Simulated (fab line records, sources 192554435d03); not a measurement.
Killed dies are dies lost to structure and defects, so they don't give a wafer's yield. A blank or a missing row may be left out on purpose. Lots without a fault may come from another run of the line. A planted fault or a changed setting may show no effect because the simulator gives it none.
Split-lot experiment | flow n5_finfet | 7 lots, 21 wafers read, on a route of 1938 steps

THE SPLIT
At N5_BEOL_M10_COAT_60 (time 60 s, resist thk 30 nm), the setting spin_rpm was moved away from the recipe's 1500 rpm on 8 of the 21 wafers read, by +3.1% to +10.5%. The other wafers ran this setting at the recipe's value.

FROM THE SPLIT TO THE READING: what the file shows between them, 3 steps
- N5_BEOL_M10_COAT_05: resist thk 90 nm
- N5_BEOL_M10_EBR_07
- N5_BEOL_M10_DESCUM_16: chemistry O2, time 7.9 s

THE READING
CAR-ArF_of_BEOL_M10_COAT_05.thk_nm (the simulator's own value, which no gauge read), in nm, at N5_BEOL_M10_ETCH_61 (etches SiARC in CF4, target depth 39 nm, time 65 s). The file gives no usual value for it. The 13 wafers here that ran the recipe average 55.5 nm, standard deviation 0.36 nm.

wafer  | tool, chamber at the split | spin_rpm as run, rpm | against the recipe | CAR-ArF_of_BEOL_M10_COAT_05.thk_nm, nm | against lot-mates on the recipe
L078.1 | litho_track-03, 0          | 1500                 | recipe             | 55                                     | -
L078.2 | litho_track-03, 0          | 1500                 | recipe             | 55.2                                   | -
L078.6 | litho_track-03, 0          | 1500                 | recipe             | 55.4                                   | -
L079.1 | litho_track-03, 0          | 1500                 | recipe             | 55.4                                   | -
L079.3 | litho_track-03, 0          | 1627                 | +8.5%              | 56.6                                   | +1.2
L079.5 | litho_track-03, 0          | 1627                 | +8.5%              | 57                                     | +1.6
L080.2 | litho_track-01, 0          | 1500                 | recipe             | 55.4                                   | -
L080.3 | litho_track-01, 0          | 1547                 | +3.1%              | 56                                     | +0.7
L080.4 | litho_track-01, 0          | 1500                 | recipe             | 55.2                                   | -
L082.2 | litho_track-03, 0          | 1500                 | recipe             | 55.4                                   | -
L082.5 | litho_track-03, 0          | 1658                 | +10.5%             | 57                                     | +1.5
L082.6 | litho_track-03, 0          | 1500                 | recipe             | 55.6                                   | -
L084.4 | litho_track-01, 0          | 1500                 | recipe             | 56                                     | -
L084.5 | litho_track-01, 0          | 1643                 | +9.5%              | 57                                     | +1.0
L084.6 | litho_track-01, 0          | 1643                 | +9.5%              | 56.6                                   | +0.6
L093.1 | litho_track-03, 0          | 1596                 | +6.4%              | 57                                     | +0.6
L093.3 | litho_track-03, 0          | 1596                 | +6.4%              | 56.8                                   | +0.4
L093.4 | litho_track-03, 0          | 1500                 | recipe             | 56.4                                   | -
L097.1 | litho_track-05, 0          | 1500                 | recipe             | 55.4                                   | -
L097.3 | litho_track-05, 0          | 1500                 | recipe             | 55.6                                   | -
L097.6 | litho_track-05, 0          | 1500                 | recipe             | 55.8                                   | -

THE FIT
A straight line over all 21 wafers: CAR-ArF_of_BEOL_M10_COAT_05.thk_nm changes by +0.15 nm for each +1% of spin_rpm; r = +0.88; the points scatter about the line by 0.34 nm.
The same after taking each lot's own level away (the mean of its wafers on the recipe; 21 wafers): +0.119 nm for each +1%; r = +0.89; scatter 0.25 nm.
On that fit, the largest move of spin_rpm shifts the reading by 1.3 nm.
The lots' own levels span 55.20 to 56.40 nm, that is 3.4 times the standard deviation above.
So the lot-to-lot level changes the slope: the two fits differ.
Check: with one of the wafers moved furthest among these (+10.5%) left out of the fit, the line predicts +1.2 nm for it against its lot-mates. It came out at +1.5 nm against them.

OTHER SPLITS ON THESE WAFERS
These wafers also went through other splits before the reading. Each is held against what the fit with the lots' levels taken away leaves over:
other split on the same wafers   | wafers away from the commonest value | r with CAR-ArF_of_BEOL_M10_COAT_05.thk_nm (lot level and that fit taken away)
N5_BEOL_M8_TRENCH_ETCH_37 time_s | 4                                    | +0.36
N5_BEOL_M8_CURE_75 time_s        | 5                                    | +0.06
N5_BEOL_M9_COAT_05 spin_rpm      | 9                                    | +0.12
N5_BEOL_M9_ETCH_61 source_w      | 9                                    | -0.27

THE WHOLE CHAIN: every reading that the file lists as answering this split, in the file's order
step                | what it does                                                         | reading                                                                             | change (the file's fit)                                                              | r (the file's)
N5_BEOL_M10_COAT_60 | time 60 s, resist thk 30 nm                                          | SiARC_of_BEOL_M10_COAT_60.thk_nm (the simulator's own value, which no gauge read)   | -0.142 nm for each +1% of the setting                                                | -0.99
N5_BEOL_M10_ETCH_61 | etches SiARC in CF4, target depth 39 nm, time 65 s                   | etch.depth_nm (the simulator's own value, which no gauge read)                      | -0.141 nm for each +1% of the setting                                                | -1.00
N5_BEOL_M10_ETCH_61 | etches SiARC in CF4, target depth 39 nm, time 65 s                   | CAR-ArF_of_BEOL_M10_COAT_05.thk_nm (the simulator's own value, which no gauge read) | +0.125 nm for each +1% of the setting                                                | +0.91
N5_BEOL_M10_ETCH_62 | etches SOC in N2/H2, target depth 110 nm, overetch 22 nm, time 165 s | SiARC_of_BEOL_M10_COAT_60.thk_nm (the simulator's own value, which no gauge read)   | -0.15 nm for each +1% of the setting, in a fit together with time_s@BEOL_M10_ETCH_62 | 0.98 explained

THE FILE'S OWN FIT
CAR-ArF_of_BEOL_M10_COAT_05.thk_nm changes by +0.125 nm for each +1% of spin_rpm, r = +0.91.
